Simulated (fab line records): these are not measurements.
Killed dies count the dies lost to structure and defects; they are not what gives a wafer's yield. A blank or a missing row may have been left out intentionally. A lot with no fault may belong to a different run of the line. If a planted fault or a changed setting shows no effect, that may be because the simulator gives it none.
One fault seen from 3 desks | flow n5_finfet | what lay behind the numbers comes last; until then each desk has only its own

## THE DEFECT DESK
For each lot, the counts of the inspections along the route, averaged over the sampled wafers that have a number. If a lot's mean is further than 4 standard deviations from the usual mean, the lot is out of limits and carries the mark OUT (the distance appears in the brackets).
Columns: A = raw_defect_count at N5_SD_EPI_P_INSPECT_26, usual 171; B = raw_defect_count at N5_SD_ACTIVATION_INSPECT_02, usual 170
lot  | first seen here | A             | B
L808 | day 3 21:47     | 211           | 210
L813 | day 5 05:41     | 141           | 159
L814 | day 5 11:32     | 210           | 176
L815 | day 5 16:36     | 137           | 137
L820 | day 6 23:06     | 152           | 154
L822 | day 7 10:47     | 833 (+21) OUT | 831 (+21) OUT
L824 | day 8 00:14     | 905 (+24) OUT | 859 (+22) OUT
L826 | day 8 12:36     | 183           | 216
L829 | day 9 03:41     | 168           | 171
This desk's finding: out of limits on L822, L824; first on L822, day 7 10:47 (raw_defect_count at N5_SD_EPI_P_INSPECT_26). Within limits: L808, L813, L814, L815, L820, L826, L829.

## DESK OF THE TOOL OWNER: rie_diel-01
The tool's own readings at N5_SD_EPI_P_ETCH_36 (etches SiARC in CF4, target depth 45.5 nm, time 75.8 s): means of the sampled wafers that have a number, for each lot that ran on this tool. If a lot's mean is further than 4 standard deviations from the usual mean, the lot is out of limits and carries the mark OUT (the distance appears in the brackets).
Columns: A = drypump_motor_current_A at N5_SD_EPI_P_ETCH_36, usual 5.5 A; B = etch_rf_on_time_s at N5_SD_EPI_P_ETCH_36, usual 75.1 s; C = oes_product_au at N5_SD_EPI_P_ETCH_36, usual 0.66 a.u.; D = rf_vpp_V at N5_SD_EPI_P_ETCH_36, usual 184.2 V; E = showerhead_plenum_p_Torr at N5_SD_EPI_P_ETCH_36, usual 2.16 Torr; F = throttle_valve_pct at N5_SD_EPI_P_ETCH_36, usual 15.61 %
lot  | first seen here | A   | B    | C    | D     | E    | F
L814 | day 5 05:53     | 5.5 | 72.7 | 0.71 | 185.7 | 2.25 | 15.52
L815 | day 5 12:55     | 5.5 | 74.7 | 0.67 | 185.1 | 2.21 | 15.61
L822 | day 7 06:14     | 5.7 | 73.8 | 0.64 | 184.4 | 2.19 | 15.57
L824 | day 7 20:32     | 5.5 | 75.5 | 0.62 | 184.1 | 2.16 | 15.73
Finding of this desk: none of the 4 lots has anything out of limits.

## AT THE METROLOGY DESK
What the gauges read for every lot (on any tool): the sampled wafers with a number, averaged. If a lot's mean is further than 4 standard deviations from the usual mean, the lot is out of limits and carries the mark OUT (the distance appears in the brackets). Shown here are 7 of its 13 readings, the ones lying furthest out on some lot.
Columns: A = thk_nm at N5_SD_EPI_N_EPI_MEAS_23, usual 58.7 nm; B = thk_nm at N5_ILD0_THK_MEAS_13, usual 17.6 nm; C = DIBL_N at N5_BEOL_M4_RC_MEAS_101, usual 35.8 mV/V; D = IOFF_P at N5_BEOL_M4_RC_MEAS_101, usual 0.20 nA/um; E = ION_N at N5_BEOL_M4_RC_MEAS_101, usual 672 uA/um; F = ION_P at N5_BEOL_M4_RC_MEAS_101, usual 462 uA/um; G = VT_P at N5_BEOL_M4_RC_MEAS_101, usual -251 mV
lot  | first seen here | A    | B    | C    | D    | E   | F   | G
L808 | day 3 16:53     | 58.8 | 17.9 | 35.1 | 0.21 | 681 | 468 | -248
L813 | day 5 00:55     | 58.4 | 16.9 | 37.9 | 0.25 | 688 | 475 | -244
L814 | day 5 04:23     | 57.2 | 19.4 | 35.5 | 0.21 | 667 | 465 | -248
L815 | day 5 10:35     | 58.8 | 18.4 | 35.2 | 0.20 | 671 | 464 | -248
L820 | day 6 17:29     | 58.5 | 16.9 | 34.6 | 0.21 | 672 | 467 | -250
L822 | day 7 04:59     | 59.3 | 18.9 | 35.0 | 0.18 | 670 | 458 | -254
L824 | day 7 19:28     | 59.4 | 17.2 | 36.6 | 0.20 | 675 | 461 | -252
L826 | day 8 07:49     | 58.9 | 16.7 | 37.7 | 0.18 | 672 | 452 | -253
L829 | day 8 21:38     | 58.9 | 18.7 | 35.0 | 0.20 | 684 | 470 | -248
Finding of this desk: none of the 9 lots has anything out of limits.

## TAKEN TOGETHER
The defect desk could have raised an alarm at day 7 10:47, on L822, L824.
Nothing out of limits was seen by the tool owner's desk.
At the metrology desk, nothing out of limits was observed.
On record at the tool owner's desk: L822, L824, within its limits.
The metrology desk holds a record of L822, L824, inside its limits.
On rie_diel-01, each named lot ran N5_SD_EPI_P_ETCH_36.

## WHAT HAD BEEN PUT IN BY THE SIMULATOR
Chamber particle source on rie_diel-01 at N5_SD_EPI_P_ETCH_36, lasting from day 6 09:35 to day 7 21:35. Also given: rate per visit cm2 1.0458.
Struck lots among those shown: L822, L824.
Hours from the fault's start to each desk's first reading out of limits: the defect desk, 25.
